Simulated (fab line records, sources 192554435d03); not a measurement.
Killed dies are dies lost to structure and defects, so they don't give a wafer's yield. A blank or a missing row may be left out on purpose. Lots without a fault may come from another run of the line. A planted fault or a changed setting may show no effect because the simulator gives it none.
Which tool did it? | flow n5_finfet | 9 lots, 27 wafers sampled, at 6 steps of a route of 1938

WHAT THE GAUGES READ, wafer by wafer
N5_BEOL_M3_RS_MEAS_58: measures by four-point-probe. Usual: M3_RS 0.669 ohm/sq, standard deviation 0.028.
lot  | measured     | on            | M3_RS (ohm/sq)    | flag
L193 | day 7 21:00  | film_metro-01 | 0.642 0.652 0.639 |
L195 | day 9 04:25  | film_metro-01 | 0.705 0.696 0.690 |
L196 | day 8 20:58  | film_metro-01 | 0.679 0.631 0.652 |
L198 | day 9 17:12  | film_metro-02 | 0.692 0.690 0.665 |
L207 | day 11 13:47 | film_metro-02 | 0.662 0.641 0.645 |
L210 | day 12 11:14 | film_metro-01 | 0.684 0.650 0.640 |
L211 | day 12 20:27 | film_metro-01 | 0.653 0.663 0.611 |
L215 | day 13 15:07 | film_metro-02 | 0.686 0.719 0.684 |
L216 | day 14 05:01 | film_metro-02 | 0.631 0.649 0.616 |

N5_BEOL_M3_INSPECT_59: inspects for defects (darkfield). Usual: raw_defect_count 74, standard deviation 25.
lot  | measured     | on                | raw_defect_count | flag
L193 | day 7 21:01  | defect_inspect-02 | 74 62 66         |
L195 | day 9 04:26  | defect_inspect-02 | 62 66 82         |
L196 | day 8 20:59  | defect_inspect-02 | 101 63 56        |
L198 | day 9 17:13  | defect_inspect-01 | 76 50 48         |
L207 | day 11 13:49 | defect_inspect-02 | 68 45 59         |
L210 | day 12 11:16 | defect_inspect-01 | 48 37 61         |
L211 | day 12 20:28 | defect_inspect-02 | 127 93 121       |
L215 | day 13 15:08 | defect_inspect-02 | 77 99 79         |
L216 | day 14 05:02 | defect_inspect-01 | 114 86 64        |

N5_BEOL_M4_RC_MEAS_101. Usual: DIBL_N 36.4 mV/V, standard deviation 1.4; DIBL_P 36.4 mV/V, standard deviation 1.5; IOFF_N 0.156 nA/um, standard deviation 0.022; IOFF_P 0.210 nA/um, standard deviation 0.023; ION_N 675 uA/um, standard deviation 9.1; ION_P 463 uA/um, standard deviation 5.7; SS_N 71.6 mV/dec, standard deviation 0.45; SS_P 73.3 mV/dec, standard deviation 0.56; VT_N 250 mV, standard deviation 3.1; VT_P -250.3 mV, standard deviation 2.3.
lot  | measured     | on        | DIBL_N (mV/V)  | DIBL_P (mV/V)  | IOFF_N (nA/um)    | IOFF_P (nA/um)    | ION_N (uA/um) | ION_P (uA/um) | SS_N (mV/dec)  | SS_P (mV/dec)  | VT_N (mV)   | VT_P (mV)            | flag
L193 | day 9 06:28  | prober-01 | 35.5 38.7 37.8 | 32.1 36.9 35.6 | 0.117 0.175 0.158 | 0.181 0.263 0.238 | 667 674 680   | 459 463 465   | 71.3 72.3 72.1 | 73.0 73.6 74.2 | 259 249 251 | -252.0 -247.5 -249.4 |
L195 | day 10 06:00 | prober-02 | 34.5 35.7 35.5 | 34.8 36.9 37.1 | 0.139 0.163 0.166 | 0.180 0.217 0.213 | 663 672 678   | 453 459 462   | 71.0 71.0 71.6 | 72.3 73.5 73.3 | 252 248 248 | -248.9 -248.0 -248.4 |
L196 | day 9 12:20  | prober-01 | 36.2 36.3 35.1 | 35.6 34.6 34.0 | 0.170 0.162 0.144 | 0.205 0.180 0.169 | 681 673 677   | 461 455 454   | 72.0 71.7 71.5 | 73.3 73.7 73.6 | 244 249 250 | -249.8 -252.2 -253.3 |
L198 | day 10 07:53 | prober-01 | 33.9 35.9 34.0 | 35.1 38.1 34.8 | 0.142 0.189 0.141 | 0.200 0.241 0.192 | 676 688 663   | 467 465 462   | 71.2 72.3 70.7 | 72.2 73.4 72.0 | 248 245 251 | -251.3 -246.9 -251.6 |
L207 | day 12 14:11 | prober-02 | 34.3 34.9 35.4 | 34.7 35.8 36.5 | 0.131 0.144 0.149 | 0.183 0.193 0.196 | 677 670 668   | 454 459 457   | 71.0 72.1 71.8 | 72.3 73.5 73.2 | 253 251 254 | -253.8 -255.0 -253.3 |
L210 | day 13 13:28 | prober-01 | 37.7 36.4 38.5 | 37.1 35.4 38.0 | 0.167 0.154 0.188 | 0.210 0.189 0.223 | 682 687 690   | 461 463 471   | 71.6 71.4 71.9 | 74.3 73.1 73.9 | 249 249 245 | -251.9 -252.3 -251.3 |
L211 | day 13 18:05 | prober-02 | 39.0 37.2 37.0 | 37.6 35.8 35.3 | 0.191 0.156 0.150 | 0.251 0.227 0.210 | 683 678 674   | 470 469 462   | 72.0 71.0 71.3 | 73.5 73.2 73.4 | 250 251 253 | -247.7 -247.3 -249.9 |
L215 | day 14 15:42 | prober-02 | 37.2 36.8 35.9 | 38.6 37.0 35.9 | 0.187 0.166 0.152 | 0.259 0.228 0.212 | 685 671 675   | 477 465 467   | 72.3 72.1 71.6 | 73.5 74.1 73.8 | 246 248 249 | -249.3 -249.0 -250.1 |
L216 | day 15 06:20 | prober-02 | 37.0 35.1 36.8 | 38.0 36.5 38.2 | 0.164 0.139 0.174 | 0.233 0.205 0.235 | 669 669 676   | 468 465 467   | 71.6 71.4 71.8 | 73.6 72.4 72.8 | 250 252 249 | -249.7 -248.6 -249.1 |

WHICH TOOL RAN EACH LOT (tool, then ch and the chambers of the sampled wafers, then the start)
lot  | N5_BEOL_M3_PECVD_72             | N5_BEOL_M3_ANNEAL_91         | N5_BEOL_M3_CMP_52
L193 | pecvd-04 ch 0,1,2, day 7 09:13  | pvd_sputter-01, day 7 19:22  | cmp-01 ch 0,1,2, day 7 20:31
L195 | pecvd-02 ch 1,2, day 8 06:08    | pvd_sputter-02, day 9 02:47  | cmp-03 ch 0,1,3, day 9 03:54
L196 | pecvd-04 ch 1,2, day 8 07:26    | pvd_sputter-03, day 8 19:20  | cmp-01 ch 0,1,3, day 8 20:25
L198 | pecvd-04 ch 0,1, day 9 05:59    | pvd_sputter-02, day 9 15:33  | cmp-02 ch 0,1,2, day 9 16:41
L207 | pecvd-04 ch 1,2, day 10 14:52   | pvd_sputter-01, day 11 12:10 | cmp-03 ch 1,2,3, day 11 13:14
L210 | pecvd-04 ch 0,1, day 11 23:46   | pvd_sputter-02, day 12 09:35 | cmp-02 ch 2,3, day 12 10:43
L211 | pecvd-04 ch 1,2, day 12 09:05   | pvd_sputter-02, day 12 18:49 | cmp-03 ch 1,2,3, day 12 20:01
L215 | pecvd-02 ch 0,1,2, day 13 05:17 | pvd_sputter-01, day 13 13:28 | cmp-01 ch 0,2,3, day 13 14:34
L216 | pecvd-03 ch 1,2, day 13 10:51   | pvd_sputter-02, day 14 03:23 | cmp-02 ch 0,1,3, day 14 04:30
- N5_BEOL_M3_PECVD_72: deposits SiO2 from TEOS/O2, target thk 16 nm, time 18 s.
- N5_BEOL_M3_ANNEAL_91: time 240 s.
- N5_BEOL_M3_CMP_52: polishes, stops on SiOC, t overpolish 6.8 s, target thk 40 nm.

WHAT THE TOOLS THEMSELVES READ (means of the sampled wafers that have a number; where no wafer has one, the mark that the record gives instead)
N5_BEOL_M3_PECVD_72. Usual: heater_power_outer_w 420 W, standard deviation 70; heater_power_w 712 W, standard deviation 91; showerhead_plenum_p_Torr 8.76 Torr, standard deviation 0.043; throttle_valve_pct 22.3 %, standard deviation 0.58.
lot  | tool     | heater_power_outer_w (W) | heater_power_w (W) | showerhead_plenum_p_Torr (Torr) | throttle_valve_pct (%) | flag
L193 | pecvd-04 | 421                      | 708                | 8.74                            | 21.9                   |
L195 | pecvd-02 | 450                      | 723                | 8.80                            | 22.1                   |
L196 | pecvd-04 | 369                      | 624                | 8.70                            | 21.9                   |
L198 | pecvd-04 | 363                      | 631                | 8.73                            | 22.5                   |
L207 | pecvd-04 | 345                      | 583                | 8.72                            | 22.5                   |
L210 | pecvd-04 | 383                      | 653                | 8.73                            | 22.6                   |
L211 | pecvd-04 | 379                      | 641                | 8.70                            | 22.4                   |
L215 | pecvd-02 | 430                      | 707                | 8.79                            | 21.7                   |
L216 | pecvd-03 | 398                      | 714                | 8.73                            | 22.9                   |

N5_BEOL_M3_ANNEAL_91. Usual: heater_power_w 811 W, standard deviation 41; susceptor_temp_C_max 401.1, standard deviation 0.45.
lot  | tool           | heater_power_w (W) | susceptor_temp_C_max | flag
L193 | pvd_sputter-01 | 751                | 401.0                |
L195 | pvd_sputter-02 | 801                | 401.5                |
L196 | pvd_sputter-03 | 836                | 401.1                |
L198 | pvd_sputter-02 | 824                | 401.0                |
L207 | pvd_sputter-01 | 814                | 400.9                |
L210 | pvd_sputter-02 | 827                | 401.7                |
L211 | pvd_sputter-02 | 792                | 401.5                |
L215 | pvd_sputter-01 | 800                | 401.0                |
L216 | pvd_sputter-02 | 804                | 400.9                |

N5_BEOL_M3_CMP_52. Usual: barrier_field_endpoint_s 24.6 s, standard deviation 0.56; clearing_platen_down_force_psi 1.5003 psi, standard deviation 0.0026; motor_current_A 6.1 A, standard deviation 0.43; pad_life_wafers 1054, standard deviation 740; slurry_flow_ml_min 150.0, standard deviation 0.5.
lot  | tool   | barrier_field_endpoint_s (s) | clearing_platen_down_force_psi (psi) | motor_current_A (A) | pad_life_wafers | slurry_flow_ml_min | flag
L193 | cmp-01 | 24.9                         | 1.5008                               | 6.2                 | 1052            | 150.3              |
L195 | cmp-03 | 24.9                         | 1.4987                               | 5.7                 | 2               | 149.7              |
L196 | cmp-01 | 24.6                         | 1.5013                               | 6.3                 | 1250            | 149.7              |
L198 | cmp-02 | 24.7                         | 1.5015                               | 6.2                 | 1406            | 150.4              |
L207 | cmp-03 | 24.8                         | 1.4987                               | 5.9                 | 458             | 149.8              |
L210 | cmp-02 | 21.5                         | 1.5018                               | 6.1                 | 1951            | 150.6              | OFF
L211 | cmp-03 | 22.9                         | 1.5024                               | 6.1                 | 711             | 149.8              | OFF
L215 | cmp-01 | 23.7                         | 1.5025                               | 6.1                 | 1               | 149.7              |
L216 | cmp-02 | 24.7                         | 1.4993                               | 5.9                 | 248             | 150.2              |

THE ANSWER, worked out from the rows above alone
Rule: a lot is off if the mean of its wafers that have a number lies more than 3 standard deviations from the usual mean. A lot without any number at a reading at which 4 lots or more have one is off too. The other lots that the step has rows for count as sound. The gauges are gone through in route order, then the tools' own readings, and for those a lot's mean is taken as printed above. The first step at which some lot is off is used, and at that step the reading that is off furthest; a lot without a number counts as furthest.
Off: L210, L211, at N5_BEOL_M3_CMP_52 (barrier_field_endpoint_s).
A tool fits if, at that step or a process step before it, it ran every lot that is off, and no sound lot after the first of them. One fits: pecvd-04 at N5_BEOL_M3_PECVD_72. Its last sound lot is L207 (day 10 14:52), its first lot that is off L210 (day 11 23:46): a fault that began between those two fits.

WHAT THE SIMULATOR HAD PUT IN
Process parameter drift: pecvd-04, from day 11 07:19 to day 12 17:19, at N5_BEOL_M3_PECVD_72. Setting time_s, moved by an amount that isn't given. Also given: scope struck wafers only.
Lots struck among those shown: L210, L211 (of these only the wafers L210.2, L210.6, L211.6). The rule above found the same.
